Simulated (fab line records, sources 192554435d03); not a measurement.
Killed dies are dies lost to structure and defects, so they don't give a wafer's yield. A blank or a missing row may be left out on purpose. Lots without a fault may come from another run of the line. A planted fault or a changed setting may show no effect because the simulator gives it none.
Chamber matching | flow n5_finfet | N5_BEOL_M3_PECVD_72 on pecvd-02: 3 sister chambers
The step deposits SiO2 from TEOS/O2, target thk 16 nm, time 18 s. 20 wafers are shown with their chamber, then 10 later ones without.

WAFERS WITH THEIR CHAMBER
wafer  | chamber | throttle_valve_pct (%) | showerhead_plenum_p_Torr (Torr) | heater_power_w (W)
L074.1 | 2       | 20.5                   | 8.81                            | 660
L074.3 | 0       | 23.2                   | 8.64                            | 638
L074.5 | 0       | 23.3                   | 8.66                            | 630
L075.3 | 0       | 23.3                   | 8.66                            | 676
L075.5 | 1       | 23.1                   | 8.84                            | 668
L075.6 | 0       | 23.3                   | 8.66                            | 690
L077.1 | 1       | 23.3                   | 8.86                            | 746
L077.4 | 1       | 22.9                   | 8.83                            | 744
L077.6 | 0       | 23.4                   | 8.66                            | 698
L080.1 | 1       | 23.0                   | 8.86                            | 757
L080.2 | 2       | 20.4                   | 8.78                            | 653
L080.6 | 1       | 22.9                   | 8.85                            | 752
L089.1 | 2       | 20.8                   | 8.80                            | 667
L089.3 | 0       | 23.5                   | 8.65                            | 638
L089.4 | 1       | 22.7                   | 8.81                            | 750
L090.1 | 0       | 23.6                   | 8.64                            | 695
L090.2 | 2       | 20.5                   | 8.80                            | 711
L090.3 | 1       | 22.9                   | 8.83                            | 729
L091.1 | 2       | 20.5                   | 8.80                            | 752
L091.2 | 0       | 23.6                   | 8.65                            | 676

SIGNATURES (means of the wafers above)
reading                  | chamber 0 | chamber 1 | chamber 2 | scatter within a chamber
throttle_valve_pct       | 23.400    | 22.971    | 20.540    | 0.166
showerhead_plenum_p_Torr | 8.6525    | 8.8400    | 8.7980    | 0.0134
heater_power_w           | 667.62    | 735.14    | 688.60    | 32.8
Rule: a wafer's distance from a chamber is the root of the sum, over the readings, of the square of ((its reading less the chamber's mean) divided by the reading's scatter). The wafer belongs to the nearest chamber; if the next one is less than 2 further off, it can't be placed. The scatter: the root of (the sum of the squares of (reading less its chamber's mean) over the shown wafers, divided by (wafers less chambers)).

WAFERS WITHOUT THEIR CHAMBER
wafer  | throttle_valve_pct (%) | showerhead_plenum_p_Torr (Torr) | heater_power_w (W)
L091.5 | 23.5                   | 8.66                            | 663
L093.1 | 23.2                   | 8.80                            | 657
L093.2 | 23.7                   | 8.66                            | 677
L093.5 | 23.5                   | 8.65                            | 669
L094.2 | 23.7                   | 8.64                            | 646
L094.3 | 20.2                   | 8.82                            | 763
L094.5 | 22.7                   | 8.83                            | 683
L095.2 | 23.8                   | 8.65                            | 705
L095.4 | 23.9                   | 8.66                            | 715
L095.6 | 22.9                   | 8.84                            | 737

WHICH CHAMBER EACH WENT THROUGH
wafer  | from the rows above | in truth
L091.5 | 0                   | 0
L093.1 | 1                   | 1
L093.2 | 0                   | 0
L093.5 | 0                   | 0
L094.2 | 0                   | 0
L094.3 | 2                   | 2
L094.5 | 1                   | 1
L095.2 | 0                   | 0
L095.4 | 0                   | 0
L095.6 | 1                   | 1
Placed correctly: 10 of 10. Can't be placed from these rows: 0. Placed wrongly: 0.
